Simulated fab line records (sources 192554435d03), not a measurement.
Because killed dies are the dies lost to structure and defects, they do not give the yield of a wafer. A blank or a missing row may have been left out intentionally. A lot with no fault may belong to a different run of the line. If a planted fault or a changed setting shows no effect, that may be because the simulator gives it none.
Struck lot and sound lot, side by side | flow n5-finfet | 39 out of 1938 route steps
Sound: wafers L495.2, L495.4, L495.5. Struck: wafers L486.2, L486.3, L486.5. Last of all comes the cause.
For every step that has rows: the tool of each side, followed by ch and its chambers, followed by its first start. Under that, the readings that differ: sound wafers | struck wafers | difference of the means | sigmas: that difference in standard deviations of wafers without a fault.
alike: same words and numbers on both sides, and readings whose means sit less than 2 such deviations apart. not compared: any withheld reading, any reading some wafer has no value for, any bound like >300 that may hide the same value, and any number with overlapping values for which the record gives no deviation.
The two part at a step that has a row with sigmas, a row that says differs or no value, or rows on one side only. Numbers that have no deviation but don't overlap get no sigmas and don't part them. Lack of a reading on every wafer of one side parts them only where that side has two or more wafers.

first, 9 steps without rows for these wafers: N5_BEOL_M4_ANNEAL_95 (time 240 s); N5_BEOL_M4_SPUTTER_96 (material Cu, target thk 4.5 nm, time 8.29 s); N5_BEOL_M4_ECD_50 (material Cu, target thk 300 nm); N5_BEOL_M4_ANNEAL_51 (time 90 s); N5_BEOL_M4_CMP_52 (polishes, stops on SiOC, t overpolish 6.8 s, target thk 40 nm); N5_BEOL_M4_PRE_CLEAN_60 (time 15 s); N5_BEOL_M4_CO_CAP_55 (material Co, precursor CCTBA/H2, target thk 2 nm, time 102.1 s); N5_BEOL_M4_PRE_CLEAN_56 (time 15 s); N5_BEOL_M4_DEP_57 (deposits SiCN from 3MS/NH3, target thk 8 nm, time 14 s).
N5_BEOL_M4_RC_MEAS_101:
  sound on prober-02 ch 0, day 13 16:05; struck on prober-02 ch 0, day 10 19:51
  alike: DIBL_N, DIBL_P, IOFF_N, IOFF_P, ION_N, ION_P, SS_N, SS_P, VT_N, VT_P
then, 24 steps without rows for these wafers: N5_BEOL_M5_ILD_DEP_00 (deposits SiCOH lowk from DEMS/porogen, target thk 140.64 nm, time 25.9 s); N5_BEOL_M5_CURE_79 (cures SiCOH lowk, time 240 s); N5_BEOL_M5_PECVD_70 (deposits SiO2 from TEOS/O2, target thk 16 nm, time 18 s); N5_BEOL_M5_HM_DEP_02 (deposits TiN, target thk 20 nm); N5_BEOL_M5_COAT_59 (time 60 s, resist thk 60 nm); N5_BEOL_M5_COAT_60 (time 60 s, resist thk 12 nm); N5_BEOL_M5_COAT_71 (time 60 s, resist thk 5 nm); N5_BEOL_M5_COAT_05 (resist thk 30 nm); N5_BEOL_M5_EBR_07; N5_BEOL_M5_SOFTBAKE_06 (time 60 s); N5_BEOL_M5_EXPOSE_08 (exposes mask M5, target cd 28 nm); N5_BEOL_M5_PEB_09 (peb time 60 s); N5_BEOL_M5_DEVELOP_10 (develop time 30 s); N5_BEOL_M5_DESCUM_16 (chemistry O2, time 7 s); N5_BEOL_M5_ETCH_72 (etches underlayer in N2/H2, target depth 6.5 nm, time 5.2 s); N5_BEOL_M5_ETCH_61 (etches SiARC in CF4, target depth 15.6 nm, time 26 s); N5_BEOL_M5_ETCH_62 (etches SOC in N2/H2, target depth 75 nm, overetch 15 nm, time 112.5 s); N5_BEOL_M5_STRIP_63 (strips in N2/H2); N5_BEOL_M5_STRIP_73 (strips in N2/H2); N5_BEOL_M5_STRIP_64 (strips in CF4); N5_BEOL_M5_HM_OPEN_17 (chemistry Cl2/BCl3, target TiN, target depth 20 nm, overetch 6 nm); N5_BEOL_M5_STRIP_19 (strips in O2); N5_BEOL_M5_COAT_65 (time 60 s, resist thk 60 nm); N5_BEOL_M5_COAT_66 (time 60 s, resist thk 12 nm).
N5_BEOL_M5_CMP_52: polishes, stops on SiCOH lowk, t overpolish 6.9 s, target thk 62 nm.
  sound on cmp-04 ch 1,3, day 14 08:19; struck on cmp-01 ch 0,1,2, day 11 08:29
  no value came back on the struck wafers for any of 6 readings (barrier-field-endpoint-s (s), clearing-platen-down-force-psi (psi) and others); on the sound wafers barrier-field-endpoint-s (s) reads 23.9 24.0 23.6
  reading                                    | sound    | struck          | difference | sigmas
  model.Cu_of_BEOL_M5_ECD_50.thk-nm (nm)     | 61 61 61 | 300.2 298 299.4 | +238.2     |
  model.SiO2_of_BEOL_M5_PECVD_70.thk-nm (nm) | 0 0 0    | 15.4 16 16      | +15.8      |
  not compared: model.SiCOH_lowk_of_BEOL_M5_ILD_DEP_00.thk-nm
N5_BEOL_M5_THK_MEAS_53: measures by xrf.
  struck on film-metro-02, day 11 08:47; sound on film-metro-02, day 14 08:36
  reading     | sound          | struck            | difference | sigmas
  M5_THK (nm) | 60.8 61.1 60.6 | 299.0 296.9 299.0 | +237.5     | +99 or more
N5_BEOL_M5_RS_MEAS_57: a four-point-probe measurement.
  struck on film-metro-02, day 11 09:03; sound on film-metro-01, day 14 08:52
  reading        | sound             | struck            | difference | sigmas
  M5_RS (ohm/sq) | 0.395 0.394 0.394 | 0.054 0.054 0.054 | -0.340     | -26
N5_BEOL_M5_INSPECT_58: inspects for defects (darkfield).
  struck on defect-inspect-02, day 11 09:05; sound on defect-inspect-02, day 14 08:53
  reading          | sound    | struck         | difference | sigmas
  raw-defect-count | 70 78 70 | 2027 2129 2037 | +1992      | +80
-- a jump in the record: the struck wafers' starts before and after are 4 days apart (it breaks off in module BEOL_M5 and resumes in module PASSIVATION, where the first step shown is number 1936 of the route) --
N5_PASSIVATION_PROBE_49:
  struck on prober-02, day 15 07:53; sound on prober-02, day 18 08:53
  reading                  | sound          | struck         | difference | sigmas
  defect-limited-yield (%) | 93.2 92.9 91.9 | 0 0 0          | -93        | -66
  killed_at_M4_up          | 11 7 8         | 1104 1094 1086 | +1086      | +99 or more
  killed-dies              | 80 84 96       | 1180 1180 1180 | +1093      | +64
  killed-on-rim            | 15 13 13       | 152 152 152    | +138       | +40
  sort-n-pass              | 1100 1096 1084 | 0 0 0          | -1093      | -64
  sort-yield-pct (%)       | 93.2 92.9 91.9 | 0 0 0          | -93        | -66
  alike: killed_at_M0_to_M3, killed-at-contacts, killed-at-front-end, killed-at-other, killed-open, killed-short, sort_bin_5_function, sort_bin_6_memory

## WHERE THEY PART
At N5_BEOL_M5_CMP_52 first; at N5_PASSIVATION_PROBE_49 last (within this record only).

WHY: whatever the simulator had introduced
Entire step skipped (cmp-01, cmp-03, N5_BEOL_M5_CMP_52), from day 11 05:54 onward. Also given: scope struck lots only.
